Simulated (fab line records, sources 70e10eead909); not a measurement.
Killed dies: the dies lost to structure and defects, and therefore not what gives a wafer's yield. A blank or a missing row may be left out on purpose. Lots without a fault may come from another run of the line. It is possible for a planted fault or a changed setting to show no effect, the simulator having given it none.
fab line records	flow nandHarc
record: lots: 11	wafers: 33	lastDay: 24
route steps=1159 shown P_ZERO_WELL@18 END@1159
lots that met no fault: from a run of the same line without faults
startH: hours from the record's first day to the start of the lot's first wafer shown	waitH: how many hours have passed since the lot's step before this one	" same as the row above	L1.1+2: several wafers, shown together as one row	- either no value or no given start	* or withheld: withheld	< > ~ a bound
route shown NAME@n: NAME is a module with steps in the file, n the number in the route of the first one	usual: mean/standard deviation taken from wafers without a fault	same: alike in all rows	chamber/n: place in a boat	sites: each site's reading	_std_site: standard deviation across them	_edge_site: inner sites' mean taken away from outer sites' mean	radiusMm: how far each site lies from the wafer's centre	mask NAME#n: copy n	behind: the last tool/chamber to shape the wafer	hold: cause of the lot's hold/its duration in hours/its outcome	device: whichever transistor did not switch (one of n, p or np)	end of line: the same wafers' tests at the end of the route	a step with no rows: only its recipe	killed: dies that structure and defects cost at the first sort, which is not the same as the wafer's yield	map: a wafer's dies, x killed, . not, _ none there
set.NAME: setting as actually run; set.NAME@STEP: the setting as run at that earlier step	model.NAME: the simulator's own value behind a step, which no gauge read
one table for each step of the route and one row for each wafer, over a sample of lots
services: when a tool's chamber went out of use (startH, in hours from the record's first day, below 0 if earlier), for how many hours, and the reason
== steps ==
step: NHARC_P_ZERO_WELL_ETCH_62
recipe: targetDepthA: 130	timeS: 6.5	chf3FlowSccm: 50	arFlowSccm: 200	rfW: 500	biasW: 200	chemistry: CHF3/Ar
usual: drypumpMotorCurrentA: 5.6/0.58	oesProductAu: 0.965/0.019	rfVppV: 370.7/2.4	showerheadPlenumPTorr: 2.34/0.11	throttleValvePct: 20.218/0.0091
lot.wafer	tool	chamber	startH	waitH	drypumpMotorCurrentA	oesProductAu	rfHoursCounterH	rfVppV	showerheadPlenumPTorr	throttleValvePct
L240.2	rieDiel-05	0	-	-	6.1	0.961	0.6	371.4	2.38	20.215
L240.1	"	2	"	"	4.6	0.985	0.4	373.5	2.53	20.212
L240.6	"	0	"	"	6.1	0.960	-	372.1	2.38	20.214
L243.4	rieDiel-12	1	-	-	6.0	0.956	0.1	366.7	2.20	20.221
L243.2	"	3	"	"	5.2	0.968	0.1	371.1	2.34	20.207
L243.5	"	1	"	"	6.0	0.956	-	366.3	2.20	20.210
L246.3	rieDiel-12	3	-	-	5.1	0.971	1.9	369.5	2.34	20.220
L246.1	"	0	"	"	6.1	0.979	1.7	369.3	2.27	20.218
L246.6	"	2	"	"	5.2	0.970	-	366.6	2.20	20.211
L247.2	rieDiel-03	0	-	-	4.8	0.965	1.6	374.1	2.51	20.204
L247.4	"	1	"	"	5.5	0.964	1.4	371.3	2.38	20.217
L247.1	"	2	"	"	5.7	0.977	1.6	373.3	2.48	20.224
L248.2	rieDiel-12	2	-	-	5.2	0.977	3.5	366.2	2.20	20.232
L248.3	"	3	"	"	5.2	0.968	2.6	371.2	2.34	20.223
L248.1	"	0	"	"	6.1	0.958	2.4	369.1	2.27	20.225
L249.1	rieDiel-03	2	-	-	5.7	0.964	2.5	372.0	2.48	20.211
L249.3	"	3	"	"	5.3	0.960	3.1	370.9	2.31	20.219
L249.2	"	0	"	"	4.8	0.955	3.0	374.5	2.51	20.202
L250.2	rieDiel-03	1	-	-	5.4	0.962	2.4	372.0	2.38	20.216
L250.1	"	3	"	"	5.3	0.980	3.1	370.2	2.31	20.218
L250.5	"	2	"	"	5.7	0.971	-	373.7	2.48	20.205
L252.2	rieDiel-12	2	-	-	5.2	0.953	4.6	368.1	2.20	20.213
L252.1	"	3	"	"	5.2	0.937	4.1	371.1	2.34	20.232
L252.6	"	1	"	"	6.0	0.960	-	367.2	2.20	20.205
L259.2	rieDiel-12	1	-	-	6.0	0.931	7.2	367.1	2.20	20.229
L259.4	"	2	"	"	5.2	0.933	7.1	368.4	2.20	20.235
L259.5	"	0	"	"	6.1	0.911	-	369.6	2.27	20.221
L260.1	rieDiel-12	1	-	-	6.0	0.978	8.1	367.4	2.20	20.224
L260.4	"	3	"	"	5.2	0.943	6.7	372.5	2.34	20.212
L260.5	"	1	"	"	6.0	0.980	-	368.4	2.20	20.201
L262.1	rieDiel-12	2	-	-	5.2	0.964	8.6	368.0	2.20	20.208
L262.2	"	0	"	"	6.1	0.952	7.2	368.3	2.27	20.223
L262.3	"	1	"	"	6.0	0.974	8.6	367.7	2.20	20.214
step: NHARC_P_ZERO_WELL_EXPOSE_49
recipe: na: 0.6	targetCdNm: 2000	doseMj: 22.64	maskId: P_HVPW
usual: exposureDoseMJCm2: 22.643/0.022	reticleTempC: 23.01/0.099
lot.wafer	tool	chamber	startH	waitH	mask	exposureDoseMJCm2	reticleTempC
L240.1	krfScanner-03	0	23.52	-	P_HVPW#0	22.650	22.96
L240.2	"	0	"	"	P_HVPW#0	22.642	22.96
L240.6	"	0	"	"	P_HVPW#0	22.671	22.91
L243.2	krfScanner-03	0	41.72	-	P_HVPW#0	22.635	23.03
L243.4	"	0	"	"	P_HVPW#0	22.647	22.89
L243.5	"	0	"	"	P_HVPW#0	22.641	22.98
L246.1	krfScanner-03	0	59.40	-	P_HVPW#0	22.603	23.01
L246.3	"	0	"	"	P_HVPW#0	22.647	23.10
L246.6	"	0	"	"	P_HVPW#0	22.567	23.05
L247.1	krfScanner-04	0	65.77	-	P_HVPW#0	22.618	23.04
L247.2	"	0	"	"	P_HVPW#0	22.630	22.93
L247.4	"	0	"	"	P_HVPW#0	22.600	22.76
L248.1	krfScanner-02	0	72.08	-	P_HVPW#0	22.625	22.97
L248.2	"	0	"	"	P_HVPW#0	22.649	23.10
L248.3	"	0	"	"	P_HVPW#0	22.625	22.99
L249.1	krfScanner-02	0	77.62	-	P_HVPW#0	22.643	22.99
L249.2	"	0	"	"	P_HVPW#0	22.653	23.22
L249.3	"	0	"	"	P_HVPW#0	22.602	23.12
L250.1	krfScanner-03	0	83.52	-	P_HVPW#0	22.634	23.01
L250.2	"	0	"	"	P_HVPW#0	22.650	23.09
L250.5	"	0	"	"	P_HVPW#0	22.637	23.12
L252.1	krfScanner-02	0	95.59	-	P_HVPW_R1#0	22.629	23.01
L252.2	"	0	"	"	P_HVPW_R1#0	22.662	23.05
L252.6	"	0	"	"	P_HVPW_R1#0	22.624	22.96
L259.2	krfScanner-04	0	137.22	-	P_HVPW#0	22.649	23.12
L259.4	"	0	"	"	P_HVPW#0	22.646	22.95
L259.5	"	0	"	"	P_HVPW#0	22.643	23.07
L260.1	krfScanner-04	0	143.47	-	P_HVPW#0	22.625	23.02
L260.4	"	0	"	"	P_HVPW#0	22.644	23.09
L260.5	"	0	"	"	P_HVPW#0	22.643	23.16
L262.1	krfScanner-03	0	155.77	-	P_HVPW#0	22.632	22.92
L262.2	"	0	"	"	P_HVPW#0	22.636	22.96
L262.3	"	0	"	"	P_HVPW#0	22.650	22.96
step: NHARC_P_ZERO_WELL_CD_MEAS_52
recipe: targetCdNm: 2000	landingEnergyEv: 500
usual: cdNm: 2000.6/1.5
lot.wafer	tool	chamber	startH	waitH	hold	cdNm
L240.1	cdSem-02	0	23.67	-	-	1998.8
L240.2	"	0	"	"	-	2000.6
L240.6	"	0	"	"	-	1998.4
L243.2	cdSem-03	0	41.88	-	-	2001.7
L243.4	"	0	"	"	-	2001.2
L243.5	"	0	"	"	-	2000.7
L246.1	cdSem-01	0	59.56	-	-	2001.0
L246.3	"	0	"	"	-	2000.6
L246.6	"	0	"	"	-	2000.5
L247.1	cdSem-03	0	65.93	-	-	2001.6
L247.2	"	0	"	"	-	2002.1
L247.4	"	0	"	"	-	2001.3
L248.1	cdSem-02	0	72.23	-	-	2001.9
L248.2	"	0	"	"	-	2000.7
L248.3	"	0	"	"	-	2000.4
L249.1	cdSem-02	0	77.77	-	-	2002.1
L249.2	"	0	"	"	-	2003.6
L249.3	"	0	"	"	-	2002.0
L250.1	cdSem-01	0	83.68	-	-	1999.4
L250.2	"	0	"	"	-	2002.0
L250.5	"	0	"	"	-	1999.9
L252.1	cdSem-01	0	95.75	-	awaitDispo/0.2h/release	1886.1
L252.2	"	0	"	"	awaitDispo/0.2h/release	1883.2
L252.6	"	0	"	"	awaitDispo/0.2h/release	1885.0
L252.1	cdSem-01	0	-	-	-	1886.1
L252.2	"	0	"	"	-	1883.5
L252.6	"	0	"	"	-	1884.6
L259.2	cdSem-03	0	137.38	-	-	2002.7
L259.4	"	0	"	"	-	2002.7
L259.5	"	0	"	"	-	2002.1
L260.1	cdSem-03	0	143.63	-	-	2002.5
L260.4	"	0	"	"	-	2001.0
L260.5	"	0	"	"	-	1999.4
L262.1	cdSem-01	0	155.93	-	-	1999.1
L262.2	"	0	"	"	-	2000.4
L262.3	"	0	"	"	-	1998.9
step: NHARC_P_ZERO_WELL_DESCUM_54
recipe: timeS: 3	o2FlowSccm: 200	arFlowSccm: 0	biasPowerW: 0	chemistry: O2
usual: drypumpMotorCurrentA: 5.6/0.63	oesProductAu: 1.002/0.0076	rfVppV: 57.8/0.91	showerheadPlenumPTorr: 1.93/0.092	throttleValvePct: 11.311/0.0098
lot.wafer	tool	chamber	startH	waitH	drypumpMotorCurrentA	oesProductAu	rfHoursCounterH	rfVppV	showerheadPlenumPTorr	throttleValvePct
L240.2	rieDiel-12	1	23.83	-	6.0	1.017	11.0	56.2	1.80	11.304
L240.1	"	2	"	"	5.2	1.012	11.4	56.5	1.79	11.296
L240.6	"	2	"	"	5.2	1.011	-	58.3	1.79	11.319
L243.2	rieDiel-05	2	42.07	-	4.6	1.009	1.9	57.9	2.07	11.298
L243.4	"	1	"	"	6.7	1.004	-	59.2	1.93	11.318
L243.5	"	2	"	"	4.7	1.003	-	57.4	2.07	11.317
L246.3	rieDiel-05	0	59.72	-	6.1	1.003	4.2	59.0	1.94	11.311
L246.1	"	2	"	"	4.6	1.010	2.9	57.1	2.07	11.325
L246.6	"	0	"	"	6.1	0.994	-	58.3	1.94	11.296
L247.2	rieDiel-12	1	66.09	-	6.0	0.998	3.1	59.2	1.79	11.310
L247.4	"	2	"	"	5.2	1.012	3.3	58.0	1.79	11.304
L247.1	"	0	"	"	6.1	0.990	2.3	58.8	1.85	11.305
L248.2	rieDiel-03	0	72.39	-	4.8	1.005	2.9	57.8	2.05	11.317
L248.1	"	2	"	"	5.6	0.991	2.4	58.2	2.03	11.304
L248.3	"	3	"	"	5.3	1.002	3.0	58.9	1.89	11.327
L249.2	rieDiel-03	0	77.95	-	4.8	1.014	3.0	57.8	2.05	11.324
L249.1	"	2	"	"	5.7	1.003	2.5	56.4	2.03	11.317
L249.3	"	3	"	"	5.3	1.014	3.1	57.4	1.89	11.312
L250.1	rieDiel-12	1	83.84	-	6.0	1.005	4.4	56.8	1.79	11.312
L250.2	"	3	"	"	5.2	0.985	3.9	57.8	1.91	11.301
L250.5	"	1	"	"	6.0	0.999	-	57.2	1.79	11.324
L259.4	rieDiel-05	1	137.56	-	6.7	1.004	10.7	58.9	1.92	11.312
L259.2	"	2	"	"	4.6	1.011	9.5	58.3	2.07	11.309
L259.5	"	0	"	"	6.1	1.000	-	57.3	1.94	11.304
L260.4	rieDiel-03	2	143.79	-	5.6	0.998	6.7	56.8	2.03	11.305
L260.1	"	0	"	"	4.8	1.004	7.6	59.4	2.05	11.314
L260.5	"	2	"	"	5.6	0.995	-	57.1	2.03	11.311
L262.1	rieDiel-03	2	156.09	-	5.7	1.005	7.3	56.6	2.03	11.310
L262.3	"	0	"	"	4.9	1.001	8.3	57.3	2.05	11.321
L262.2	"	1	"	"	5.4	0.999	7.4	58.0	1.94	11.316
step: NHARC_P_ZERO_WELL_INSPECT_43
usual: rawDefectCount: 12/5.1
lot.wafer	tool	chamber	startH	waitH	rawDefectCount
L240.1	defectInspect-01	-	25.56	0.6	16
L240.2	"	-	"	"	15
L240.6	"	-	"	"	20
L243.2	defectInspect-02	-	44.18	0.5	4
L243.4	"	-	"	"	13
L243.5	"	-	"	"	13
L246.1	defectInspect-01	-	61.44	0.6	20
L246.3	"	-	"	"	15
L246.6	"	-	"	"	21
L247.1	defectInspect-02	-	67.76	0.6	10
L247.2	"	-	"	"	14
L247.4	"	-	"	"	15
L248.1	defectInspect-01	-	74.05	0.6	15
L248.2	"	-	"	"	13
L248.3	"	-	"	"	19
L249.1	defectInspect-01	-	79.60	0.6	16
L249.2	"	-	"	"	12
L249.3	"	-	"	"	12
L250.1	defectInspect-02	-	85.51	0.6	12
L250.2	"	-	"	"	6
L250.5	"	-	"	"	12
L259.2	defectInspect-02	-	139.21	0.5	7
L259.4	"	-	"	"	5
L259.5	"	-	"	"	5
L260.1	defectInspect-02	-	145.44	0.6	6
L260.4	"	-	"	"	6
L260.5	"	-	"	"	16
L262.1	defectInspect-01	-	157.75	0.6	15
L262.2	"	-	"	"	20
L262.3	"	-	"	"	10
step: NHARC_END_SORT_01
recipe: tempC: 25
usual: defectLimitedYield: 95.5/1.3	killedAtArray: 27/8.8	killedAtOther: 0.4/0.82	killedAtPeriphery: 3.1/2.1	killedDies: 31/8.8	killedOpen: 3.3/2	killedShort: 2.0/1.4	sort_bin_2_pct: 1.3/0.56	sort_bin_3_pct: 0.25/0.21	sort_bin_4_pct: 2.9/0.89	sortNPass: 646/8.8	sortRimYieldPct: 95.8/2.7	sortYieldPct: 95.5/1.3
same: grossDies: 677	sort_bin_5_pct[%]: 0	sort_bin_6_pct[%]: 0	sort_bin_7_pct[%]: 0	sort_bin_8_pct[%]: 0	sortRimNGross: 106.00
lot.wafer	tool	chamber	startH	waitH	defectLimitedYield[%]	killedAtArray	killedAtOther	killedAtPeriphery	killedDies	killedOpen	killedShort	sort_bin_2_pct[%]	sort_bin_3_pct[%]	sort_bin_4_pct[%]	sortNPass	sortRimYieldPct[%]	sortYieldPct[%]
L247.1	prober-01	0	490.23	2.5	95.6	29	0	1	30	7	2	1.9	0	2.5	647	92.5	95.6
L250.1	prober-02	0	517.07	2.5	97.9	9	0	5	14	2	3	0.6	0	1.5	663	97.2	97.9
L250.5	prober-02	0	520.29	3.7	96.6	19	0	4	23	10	1	0.7	0	2.7	654	94.3	96.6
killed by level:class
L247.1 A_SLIT:chamberFilmFlake=12 A_CHANNEL_HOLE_D1:chamberFilmFlake=3 A_CHANNEL_FILL_D1:geometricParticle:open=2 A_BLC:geometricParticle:open=2 A_STAIRCASE:chamberFilmFlake=2 A_SGD_CUT:chamberFilmFlake=2 P_CONTACT:geometricParticle:open=1 A_WL_FILL:geometricParticle:short=1
L250.1 P_GATE:chamberFilmFlake=2 A_CHANNEL_HOLE_D1:chamberFilmFlake=2 P_M1:geometricParticle:short=1 A_CHANNEL_FILL_D1:geometricParticle:short=1 A_SGD_CUT:geometricParticle:short=1 A_CONTACT:geometricParticle:open=1 A_BLC:geometricParticle:open=1 P_STI:chamberFilmFlake=1
L250.5 A_CHANNEL_HOLE_D1:chamberFilmFlake=4 A_STAIRCASE:chamberFilmFlake=3 A_CONTACT:geometricParticle:open=2 A_BLC:geometricParticle:open=2 A_WL_FILL:chamberFilmFlake=2 P_CONTACT:geometricParticle:open=1 P_M0:geometricParticle:open=1 P_M1:geometricParticle:open=1
== services ==
tool	chamber	startH	hours	kind
krfScanner-03	-	-4.00	4.0	pm
rieDiel-12	0	4.53	-	clean
rieDiel-12	1	4.53	-	clean
rieDiel-12	2	4.53	-	clean
rieDiel-12	3	4.53	-	clean
rieDiel-12	0	13.30	19.4	repair
rieDiel-12	-	25.56	9.0	pm
rieDiel-12	1	25.56	9.0	ventCycle
rieDiel-12	2	25.56	9.0	ventCycle
rieDiel-12	3	25.56	9.0	ventCycle
rieDiel-05	3	28.73	5.1	repair
rieDiel-05	2	37.78	3.4	repair
krfScanner-02	-	38.01	4.0	pm
rieDiel-03	-	38.30	9.0	pm
rieDiel-05	3	38.33	58.7	repair
krfScanner-02	-	45.29	8.5	repair
krfScanner-02	-	54.83	1.8	repair
rieDiel-03	2	55.25	1.8	repair
krfScanner-02	-	67.81	0.3	repair
rieDiel-12	2	74.78	3.8	repair
rieDiel-05	-	107.43	0.3	repair
krfScanner-04	-	127.01	4.0	pm
rieDiel-12	-	143.37	0.6	repair
rieDiel-05	1	148.03	5.6	repair
== key ==
firstSign: step: NHARC_P_ZERO_WELL_EXPOSE_49	reading: mask	direction: changed
effect: step: NHARC_P_ZERO_WELL_CD_MEAS_52	reading: visit	direction: added
effect: step: NHARC_P_ZERO_WELL_CD_MEAS_52	reading: cdNm	direction: down	sigmas: 75	usual: 2000.6	struck: 1884.8
metAt NHARC_P_ZERO_WELL_EXPOSE_49
struckLots L252
scrappedBehind NHARC_P_ZERO_WELL_CD_MEAS_52 L252.1,L252.2,L252.6
notActingAt NHARC_P_ZERO_WELL_ETCH_62,NHARC_P_ZERO_WELL_DESCUM_54,NHARC_P_ZERO_WELL_INSPECT_43
onsetBetween 77.62 95.59
fault: kind: wrongMask	tool: any	chamber: -	onsetH: 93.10	steps: NHARC_P_ZERO_WELL_EXPOSE_49	auxCopy: P_HVPW_R1#0	cdOffsetNm: -116.47	scope: struckLotsOnly
